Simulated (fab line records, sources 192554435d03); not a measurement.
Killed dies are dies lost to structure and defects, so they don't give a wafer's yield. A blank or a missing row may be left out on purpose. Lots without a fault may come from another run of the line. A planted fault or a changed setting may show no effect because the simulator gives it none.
Chamber matching | flow n5_finfet | N5_SD_EPI_N_ETCH_16 on rie_diel-02: 4 sister chambers
The step etches SiO2 in CHF3/O2, target depth 5 nm. 8 wafers are shown with their chamber, then 8 later ones without.

WAFERS WITH THEIR CHAMBER
wafer  | chamber | showerhead_plenum_p_Torr (Torr) | rf_vpp_V (V)
L090.3 | 3       | 2.51                            | 519
L090.5 | 1       | 2.38                            | 523
L091.2 | 1       | 2.38                            | 524
L091.3 | 0       | 2.41                            | 520
L092.1 | 0       | 2.41                            | 519
L092.2 | 3       | 2.51                            | 519
L092.3 | 2       | 2.37                            | 503
L094.1 | 2       | 2.36                            | 503

WAFERS WITHOUT THEIR CHAMBER
wafer  | showerhead_plenum_p_Torr (Torr) | rf_vpp_V (V)
L094.5 | 2.41                            | 520
L094.6 | 2.50                            | 520
L095.2 | 2.41                            | 520
L095.3 | 2.50                            | 519
L095.4 | 2.38                            | 523
L096.1 | 2.41                            | 521
L096.2 | 2.36                            | 504
L096.4 | 2.38                            | 522

WHICH CHAMBER EACH WENT THROUGH
wafer  | from the rows above | in truth
L094.5 | 0                   | 0
L094.6 | 3                   | 3
L095.2 | 0                   | 0
L095.3 | 3                   | 3
L095.4 | 1                   | 1
L096.1 | 0                   | 0
L096.2 | 2                   | 2
L096.4 | 1                   | 1
Placed correctly: 8 of 8. Can't be placed from these rows: 0. Placed wrongly: 0.
How it was worked out, from the rows above alone: a wafer's distance from a chamber is the root of the sum, over the readings, of the square of ((its reading less the chamber's mean) divided by the reading's scatter). The wafer belongs to the nearest chamber; if the next one is less than 2 further off, it can't be placed. A chamber's mean is the mean of its shown wafers. The scatter: the root of (the sum of the squares of (reading less its chamber's mean) over the shown wafers, divided by (wafers less chambers)).
